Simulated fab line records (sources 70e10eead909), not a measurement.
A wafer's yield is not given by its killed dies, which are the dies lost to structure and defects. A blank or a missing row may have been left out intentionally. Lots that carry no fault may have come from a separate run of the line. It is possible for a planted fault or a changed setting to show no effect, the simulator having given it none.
fab line records ; flow nandHarc
record lots=13; wafers=38; lastDay=24
route steps=1159 shown P_M2@350 P_BONDPAD@374 A_SOURCE_PLATE@420 A_ONON_D1@426 END@1159
lots untouched by any fault: they come from a run of this same line in which no faults occurred
startH: hours from the record's opening day to when the first of the lot's shown wafers began ; waitH: time in hours since the lot's previous step ; " unchanged from the row above ; L1.1+2: several wafers, shown together as one row ; - either no value or no given start ; * or withheld: withheld ; < > ~ a bound
route shown NAME@n: NAME is a module with steps in the file, n the number in the route of the first one ; usual: average and standard deviation across the fault-free wafers ; same: alike in all rows ; chamber/n: place in a boat ; sites: each site's reading ; _std_site: standard deviation of those values ; _edge_site: the outer-site mean with the inner-site mean subtracted ; radiusMm: how far each site lies from the wafer's centre ; mask NAME#n: copy n ; behind: the most recent tool/chamber to have shaped the wafer ; hold: what put the lot on hold/how long, in hours/how the hold closed ; device: transistor that didn't switch, given as n, p or np ; end of line: tests run on the same wafers once the route is complete ; step lacking rows: just its recipe ; killed: at the first sort, the dies lost to defects and structure; wafer yield is something else ; map: the dies of a wafer, with x for killed, . for not killed, _ for no die there
set.NAME: setting as actually run; set.NAME@STEP: the setting as run at that earlier step ; model.NAME: the simulator's own value behind a step, which no gauge read
the route's steps for a sample of lots (tables are steps, rows are wafers)
services: from which hour (startH, from the record's first day; less than 0 if before it) a tool's chamber was out of use, for how many hours, and why
## steps
# step NHARC_P_M2_DEP_33
# recipe targetThkA=300; tempC=370; targetThkNm=30; pressureTorr=3; flowSccm=200; rfW=450; material=SiCN
# usual chamberPressureTorr=3.001/0.0067; heaterPowerW=602/51; susceptorTempC=370.02/0.21
lot.wafer;tool;chamber;startH;waitH;chamberPressureTorr;heaterPowerW;susceptorTempC
L581.3;pecvd-03;2;130.46;0.1;2.993;666;370.18
L581.2;pecvd-03;1;130.46;0.1;3.004;611;370.02
L581.6;pecvd-03;0;130.46;0.1;3.009;597;370.07
L583.2;pecvd-03;2;142.69;0.1;3.007;551;370.12
L583.6;pecvd-03;2;142.69;0.1;2.997;566;369.74
L583.5;pecvd-03;0;142.69;0.1;3.005;625;369.80
L584.3;pecvd-03;1;155.52;0.1;3.004;618;370.42
L584.6;pecvd-03;2;155.52;0.1;3.002;666;370.07
L584.5;pecvd-03;0;155.52;0.1;3.001;610;370.22
L587.1;pecvd-01;1;156.61;0.1;3.005;648;370.23
L587.5;pecvd-01;2;156.61;0.1;3.006;545;369.93
L587.6;pecvd-01;0;156.61;0.1;2.986;628;369.90
L586.3;pecvd-01;1;157.26;0.1;3.004;677;370.04
L586.2;pecvd-01;2;157.26;0.1;2.999;555;369.99
L586.6;pecvd-01;0;157.26;0.1;3.004;536;370.29
L588.1;pecvd-04;1;168.04;0.1;3.007;562;369.78
L588.2;pecvd-04;2;168.04;0.1;3.007;667;370.23
L588.6;pecvd-04;2;168.04;0.1;2.995;675;369.96
L589.2;pecvd-04;0;183.10;0.1;3.001;617;370.37
L589.4;pecvd-04;2;183.10;0.1;3.004;664;370.29
L589.6;pecvd-04;1;183.10;0.1;3.008;629;370.66
L595.2;pecvd-03;1;221.86;0.1;2.995;589;370.17
L595.5;pecvd-03;2;221.86;0.1;3.000;638;369.82
L595.4;pecvd-03;0;221.86;0.1;2.999;592;370.00
L598.1;pecvd-04;2;227.30;0.1;3.001;650;369.95
L598.6;pecvd-04;2;227.30;0.1;3.003;656;369.91
L598.5;pecvd-04;0;227.30;0.1;2.994;612;369.99
L597.3;pecvd-01;1;228.09;0.1;3.009;614;369.98
L597.1;pecvd-01;2;228.09;0.1;3.001;507;370.00
L599.1;pecvd-04;2;234.85;0.1;2.989;640;370.05
L599.6;pecvd-04;2;234.85;0.1;2.998;654;369.87
L599.4;pecvd-04;1;234.85;0.1;3.008;638;369.78
L603.3;pecvd-01;0;252.94;0.1;2.997;585;369.90
L603.2;pecvd-01;1;252.94;0.1;3.004;614;369.94
L603.1;pecvd-01;2;252.94;0.1;3.000;454;369.72
L604.3;pecvd-04;0;269.40;0.1;3.007;607;370.39
L604.2;pecvd-04;1;269.40;0.1;3.009;637;369.97
L604.5;pecvd-04;2;269.40;0.1;3.006;672;370.06
# step NHARC_P_BONDPAD_DEGAS_25
# recipe tempC=300; timeS=60
# usual heaterPowerW=462/44; susceptorTempC=300.00/0.18
lot.wafer;tool;chamber;startH;waitH;heaterPowerW;susceptorTempC
L581.2;pvdSputter-01;-;133.25;-;433;300.04
L581.3;pvdSputter-01;-;133.25;-;537;300.08
L581.6;pvdSputter-01;-;133.25;-;542;300.27
L583.2;pvdSputter-01;-;145.96;-;524;299.94
L583.5;pvdSputter-01;-;145.96;-;438;299.94
L583.6;pvdSputter-01;-;145.96;-;424;299.87
L584.3;pvdSputter-02;-;158.33;-;452;300.04
L584.6;pvdSputter-02;-;158.33;-;444;299.92
L584.5;pvdSputter-02;-;158.33;-;453;300.33
L587.1;pvdSputter-02;-;159.35;-;454;299.84
L587.5;pvdSputter-02;-;159.35;-;435;300.00
L587.6;pvdSputter-02;-;159.35;-;456;299.83
L586.3;pvdSputter-02;-;159.95;-;431;300.13
L586.2;pvdSputter-02;-;159.95;-;448;299.92
L586.6;pvdSputter-02;-;159.95;-;456;299.84
L588.2;pvdSputter-01;-;170.89;-;437;300.24
L588.1;pvdSputter-01;-;170.89;-;450;299.96
L588.6;pvdSputter-01;-;170.89;-;532;300.14
L589.2;pvdSputter-03;-;185.87;-;423;299.66
L589.4;pvdSputter-03;-;185.87;-;513;299.79
L589.6;pvdSputter-03;-;185.87;-;433;300.15
L595.4;pvdSputter-02;-;224.69;-;449;299.99
L595.2;pvdSputter-02;-;224.69;-;427;299.92
L595.5;pvdSputter-02;-;224.69;-;437;299.92
L598.1;pvdSputter-01;-;230.09;-;442;-
L598.6;pvdSputter-01;-;230.09;-;534;-
L598.5;pvdSputter-01;-;230.09;-;438;-
L597.3;pvdSputter-02;-;230.81;-;449;300.01
L597.1;pvdSputter-02;-;230.81;-;436;300.17
L599.1;pvdSputter-03;-;237.64;-;427;300.06
L599.4;pvdSputter-03;-;237.64;-;432;299.95
L599.6;pvdSputter-03;-;237.64;-;444;299.83
L603.2;pvdSputter-02;-;255.59;-;444;299.78
L603.3;pvdSputter-02;-;255.59;-;424;299.86
L603.1;pvdSputter-02;-;255.59;-;433;300.44
L604.3;pvdSputter-03;-;272.20;-;566;299.91
L604.2;pvdSputter-03;-;272.20;-;435;299.88
L604.5;pvdSputter-03;-;272.20;-;578;299.80
# step NHARC_A_SOURCE_PLATE_THK_MEAS_06
# recipe thkMeasGauge=ellipsometry
# usual thkNm=200.3/2.1
lot.wafer;tool;chamber;startH;waitH;thkNm
L581.2;filmMetro-02;-;164.70;0.4;200.9
L581.3;filmMetro-02;-;164.70;0.4;198.8
L581.6;filmMetro-02;-;164.70;0.4;198.8
L583.2;filmMetro-02;-;171.70;0.4;201.3
L583.5;filmMetro-02;-;171.70;0.4;202.1
L583.6;filmMetro-02;-;171.70;0.4;203.1
L587.1;filmMetro-01;-;181.25;0.4;200.9
L587.5;filmMetro-01;-;181.25;0.4;198.3
L587.6;filmMetro-01;-;181.25;0.4;200.3
L584.3;filmMetro-02;-;181.26;0.4;203.3
L584.5;filmMetro-02;-;181.26;0.4;201.5
L584.6;filmMetro-02;-;181.26;0.4;201.0
L586.2;filmMetro-01;-;186.79;0.4;199.6
L586.3;filmMetro-01;-;186.79;0.4;200.0
L586.6;filmMetro-01;-;186.79;0.4;199.6
L588.1;filmMetro-02;-;196.41;0.4;201.4
L588.2;filmMetro-02;-;196.41;0.4;202.0
L588.6;filmMetro-02;-;196.41;0.4;202.1
L589.2;filmMetro-02;-;210.72;0.4;196.8
L589.4;filmMetro-02;-;210.72;0.4;196.6
L589.6;filmMetro-02;-;210.72;0.4;196.8
L595.2;filmMetro-01;-;251.35;0.4;202.3
L595.4;filmMetro-01;-;251.35;0.4;201.4
L595.5;filmMetro-01;-;251.35;0.4;198.8
L597.1;filmMetro-01;-;254.98;0.4;200.2
L597.3;filmMetro-01;-;254.98;0.4;203.1
L598.1;filmMetro-02;-;254.98;0.4;199.8
L598.5;filmMetro-02;-;254.98;0.4;201.1
L598.6;filmMetro-02;-;254.98;0.4;199.8
L599.1;filmMetro-01;-;262.42;0.4;200.7
L599.4;filmMetro-01;-;262.42;0.4;204.8
L599.6;filmMetro-01;-;262.42;0.4;202.1
L603.1;filmMetro-01;-;280.02;0.4;202.5
L603.2;filmMetro-01;-;280.02;0.4;201.3
L603.3;filmMetro-01;-;280.02;0.4;200.1
L604.2;filmMetro-02;-;296.60;0.4;197.8
L604.3;filmMetro-02;-;296.60;0.4;200.5
L604.5;filmMetro-02;-;296.60;0.4;199.6
# step NHARC_A_ONON_D1_DEP_03
# recipe targetThkA=10000; n2FlowSccm=2750; n2oFlowSccm=2000; nh3FlowSccm=500; sih4FlowSccm=210; tempC=400
# usual susceptorTempC=400.00/0.25
lot.wafer;tool;chamber;startH;waitH;susceptorTempC
L581.2;pecvdOnon-04;0;165.46;0.1;399.95
L581.3;pecvdOnon-04;0;165.46;0.1;400.02
L581.6;pecvdOnon-04;0;165.46;0.1;399.96
L583.2;pecvdOnon-02;0;172.48;0.1;400.17
L583.5;pecvdOnon-02;0;172.48;0.1;400.15
L583.6;pecvdOnon-02;0;172.48;0.1;399.98
L587.1;pecvdOnon-03;0;181.94;0.1;400.08
L587.5;pecvdOnon-03;0;181.94;0.1;399.98
L587.6;pecvdOnon-03;0;181.94;0.1;400.65
L584.3;pecvdOnon-04;0;182.06;0.2;400.11
L584.5;pecvdOnon-04;0;182.06;0.2;400.21
L584.6;pecvdOnon-04;0;182.06;0.2;400.51
L586.2;pecvdOnon-04;0;187.57;0.1;400.41
L586.3;pecvdOnon-04;0;187.57;0.1;400.05
L586.6;pecvdOnon-04;0;187.57;0.1;400.20
L588.1;pecvdOnon-03;0;197.14;0.1;400.17
L588.2;pecvdOnon-03;0;197.14;0.1;400.51
L588.6;pecvdOnon-03;0;197.14;0.1;400.16
L589.2;pecvdOnon-03;0;211.51;0.1;400.41
L589.4;pecvdOnon-03;0;211.51;0.1;400.33
L589.6;pecvdOnon-03;0;211.51;0.1;400.26
L595.2;pecvdOnon-04;0;252.12;0.1;399.75
L595.4;pecvdOnon-04;0;252.12;0.1;399.86
L595.5;pecvdOnon-04;0;252.12;0.1;399.80
L597.1;pecvdOnon-04;0;255.67;0.1;399.69
L597.3;pecvdOnon-04;0;255.67;0.1;399.95
L598.1;pecvdOnon-02;0;255.67;0.1;399.66
L598.5;pecvdOnon-02;0;255.67;0.1;399.80
L598.6;pecvdOnon-02;0;255.67;0.1;399.56
L599.1;pecvdOnon-04;0;263.22;0.1;399.83
L599.4;pecvdOnon-04;0;263.22;0.1;399.71
L599.6;pecvdOnon-04;0;263.22;0.1;399.84
L603.1;pecvdOnon-04;0;280.76;0.1;399.94
L603.2;pecvdOnon-04;0;280.76;0.1;400.22
L603.3;pecvdOnon-04;0;280.76;0.1;399.93
L604.2;pecvdOnon-03;0;297.37;0.1;400.39
L604.3;pecvdOnon-03;0;297.37;0.1;399.94
L604.5;pecvdOnon-03;0;297.37;0.1;399.63
# step NHARC_A_ONON_D1_THK_MEAS_05
# recipe thkMeasGauge=ellipsometry
# usual thkNm=1002/8.8
lot.wafer;tool;chamber;startH;waitH;thkNm
L581.2;filmMetro-01;-;165.92;-;1007
L581.3;filmMetro-01;-;165.92;-;1009
L581.6;filmMetro-01;-;165.92;-;1006
L583.2;filmMetro-02;-;172.93;-;994
L583.5;filmMetro-02;-;172.93;-;997
L583.6;filmMetro-02;-;172.93;-;998
L587.1;filmMetro-01;-;182.45;-;1023
L587.5;filmMetro-01;-;182.45;-;1024
L587.6;filmMetro-01;-;182.45;-;1025
L584.3;filmMetro-01;-;182.46;-;1007
L584.5;filmMetro-01;-;182.46;-;1007
L584.6;filmMetro-01;-;182.46;-;1006
L586.2;filmMetro-01;-;188.02;-;999
L586.3;filmMetro-01;-;188.02;-;998
L586.6;filmMetro-01;-;188.02;-;997
L588.1;filmMetro-02;-;197.65;-;983
L588.2;filmMetro-02;-;197.65;-;984
L588.6;filmMetro-02;-;197.65;-;983
L589.2;filmMetro-02;-;211.96;-;998
L589.4;filmMetro-02;-;211.96;-;996
L589.6;filmMetro-02;-;211.96;-;996
L595.2;filmMetro-02;-;252.57;-;1003
L595.4;filmMetro-02;-;252.57;-;1003
L595.5;filmMetro-02;-;252.57;-;1004
L598.1;filmMetro-01;-;256.18;-;986
L598.5;filmMetro-01;-;256.18;-;985
L598.6;filmMetro-01;-;256.18;-;985
L597.1;filmMetro-02;-;256.21;-;510
L597.3;filmMetro-02;-;256.21;-;1014
L599.1;filmMetro-02;-;263.73;-;495
L599.4;filmMetro-02;-;263.73;-;494
L599.6;filmMetro-02;-;263.73;-;1001
L603.1;filmMetro-01;-;281.27;-;496
L603.2;filmMetro-01;-;281.27;-;1003
L603.3;filmMetro-01;-;281.27;-;1004
L604.2;filmMetro-01;-;297.82;-;1012
L604.3;filmMetro-01;-;297.82;-;1011
L604.5;filmMetro-01;-;297.82;-;1012
# step NHARC_END_SORT_01
# recipe tempC=25
# usual killedAtArray=24/7.4; killedAtOther=0.5/0.81; killedAtPeriphery=3.4/2.3; killedDies=28/8; killedOpen=3.4/1.8; killedShort=2.0/1.4
# same grossDies=677
lot.wafer;tool;chamber;startH;waitH;killedAtArray;killedAtOther;killedAtPeriphery;killedDies;killedOpen;killedShort
L597.1;prober-02;0;538.34;2.5;672;0;5;677;5;1
L597.3;prober-02;0;539.95;3.1;28;0;5;33;1;3
L599.1;prober-02;0;555.78;2.5;670;1;6;677;2;2
L599.4;prober-02;0;558.21;3.4;671;3;3;677;3;2
L599.6;prober-02;0;559.83;4.0;32;0;6;38;3;1
L603.1;prober-02;0;563.62;2.5;675;1;1;677;4;1
L603.2;prober-02;0;564.41;2.8;47;0;5;52;5;3
L603.3;prober-02;0;565.21;3.1;32;1;4;37;6;3
# killed by level:class
L597.1 A_ONON_D1:areaDep=646 A_SLIT:chamberFilmFlake=9 A_STAIRCASE:chamberFilmFlake=4 A_CONTACT:chamberFilmFlake=4 P_GATE:chamberFilmFlake=3 A_CONTACT:geometricParticle:open=2 A_BLC:geometricParticle:open=2 A_CHANNEL_HOLE_D1:chamberFilmFlake=2
L597.3 A_SLIT:chamberFilmFlake=13 A_STAIRCASE:chamberFilmFlake=5 P_GATE:chamberFilmFlake=4 A_CHANNEL_HOLE_D1:chamberFilmFlake=3 A_CONTACT:chamberFilmFlake=2 A_ONON_D1:geometricParticle:short=1 A_CHANNEL_FILL_D1:geometricParticle:short=1 A_WL_FILL:geometricParticle:short=1
L599.1 A_ONON_D1:areaDep=655 A_CHANNEL_HOLE_D1:chamberFilmFlake=8 P_GATE:chamberFilmFlake=5 A_CONTACT:chamberFilmFlake=2 A_STAIRCASE:chamberFilmFlake=2 P_M2:geometricParticle:open=1 A_ONON_D1:geometricParticle:open=1 A_ONON_D1:geometricParticle:short=1
L599.4 A_ONON_D1:areaDep=645 A_CHANNEL_HOLE_D1:chamberFilmFlake=8 A_CONTACT:chamberFilmFlake=6 A_STAIRCASE:chamberFilmFlake=5 THIN_TSV:chamberFilmFlake=3 P_GATE:chamberFilmFlake=2 P_CONTACT:geometricParticle:open=1 A_ONON_D1:geometricParticle:open=1
L599.6 A_CHANNEL_HOLE_D1:chamberFilmFlake=14 A_CONTACT:chamberFilmFlake=9 P_GATE:chamberFilmFlake=3 A_STAIRCASE:chamberFilmFlake=3 A_SLIT:chamberFilmFlake=2 P_M0:geometricParticle:open=1 A_WL_FILL:geometricParticle:short=1 A_CONTACT:geometricParticle:open=1
L603.1 A_ONON_D1:areaDep=648 A_CHANNEL_HOLE_D1:chamberFilmFlake=10 A_STAIRCASE:chamberFilmFlake=7 A_CONTACT:chamberFilmFlake=5 P_CONTACT:geometricParticle:open=1 A_SGD_CUT:geometricParticle:short=1 A_SGD_CUT:geometricParticle:open=1 A_BLC:geometricParticle:open=1
L603.2 A_CHANNEL_HOLE_D1:chamberFilmFlake=20 A_CONTACT:chamberFilmFlake=11 A_STAIRCASE:chamberFilmFlake=7 A_CONTACT:geometricParticle:open=2 A_SLIT:chamberFilmFlake=2 P_M1:geometricParticle:open=1 P_M2:geometricParticle:open=1 A_ONON_D1:geometricParticle:short=1
L603.3 A_CHANNEL_HOLE_D1:chamberFilmFlake=13 A_CONTACT:chamberFilmFlake=8 A_STAIRCASE:chamberFilmFlake=4 A_WL_FILL:geometricParticle:short=2 P_CONTACT:geometricParticle:open=1 P_M0:geometricParticle:open=1 P_M2:geometricParticle:open=1 A_SOURCE_PLATE:geometricParticle:open=1
## services
tool;chamber;startH;hours;kind
pecvd-03;-;111.24;13.0;pm
pecvdOnon-02;-;111.38;13.0;pm
pvdSputter-02;-;129.72;3.8;repair
pecvd-04;2;139.24;6.8;repair
pecvdOnon-03;-;153.16;13.0;pm
pecvd-03;2;156.12;5.9;repair
pvdSputter-01;-;158.00;10.0;pm
pecvd-01;0;177.41;8.9;repair
pecvd-04;-;195.32;13.0;pm
pecvd-04;0;195.32;13.0;ventCycle
pecvd-04;1;195.32;13.0;ventCycle
pecvd-01;1;200.39;13.5;repair
pvdSputter-03;-;202.88;5.0;repair
pvdSputter-02;-;214.04;10.0;pm
pecvdOnon-04;-;237.01;13.0;pm
pecvd-01;-;237.18;13.0;pm
pecvd-03;0;255.90;2.6;repair
pecvd-01;-;257.37;2.0;repair
pecvd-04;-;267.95;0.8;repair
pecvdOnon-02;-;272.42;1.3;repair
pecvd-01;-;274.54;1.8;repair
pvdSputter-03;-;280.00;10.0;pm
pecvd-03;-;292.24;13.0;pm
pecvdOnon-02;-;292.38;13.0;pm
## key
firstSign step=NHARC_A_ONON_D1_THK_MEAS_05; reading=thkNm; direction=down; sigmas=57; usual=1002; struck=499
effect step=NHARC_END_SORT_01; reading=killedAtArray; direction=up; sigmas=87; usual=24; struck=672
moreKillsBornAt NHARC_A_ONON_D1_DEP_03@pecvdOnon-04=2594
metAt NHARC_A_ONON_D1_DEP_03
struckLots L597,L599,L603
struckWafers L597.1,L599.1,L599.4,L603.1
laterRowsLeftOut L597.1,L599.1,L599.4,L603.1
testerLeftOut L597,L599,L603
notActingAt NHARC_P_M2_DEP_33,NHARC_P_BONDPAD_DEGAS_25,NHARC_A_SOURCE_PLATE_THK_MEAS_06
onsetBetween 252.12 255.67
fault kind=processParameterDrift; tool=pecvdOnon-04; chamber=-; onsetH=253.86; steps=NHARC_A_ONON_D1_DEP_03; channel=targetThkA; offset=*; shape=step; endH=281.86; scope=struckWafersOnly; actsIn=*; stated=*
# testerLeftOut: of these lots the tester's yield and bins aren't shown, on N5 and GAA mostly nor the transistor test; their killed dies are dies lost to structure and defects alone, not to doping, threshold or leakage, so they don't give the yield
# laterRowsLeftOut: the simulator's readings of these wafers behind a module that went badly wrong aren't trusted and aren't shown, but for the sort
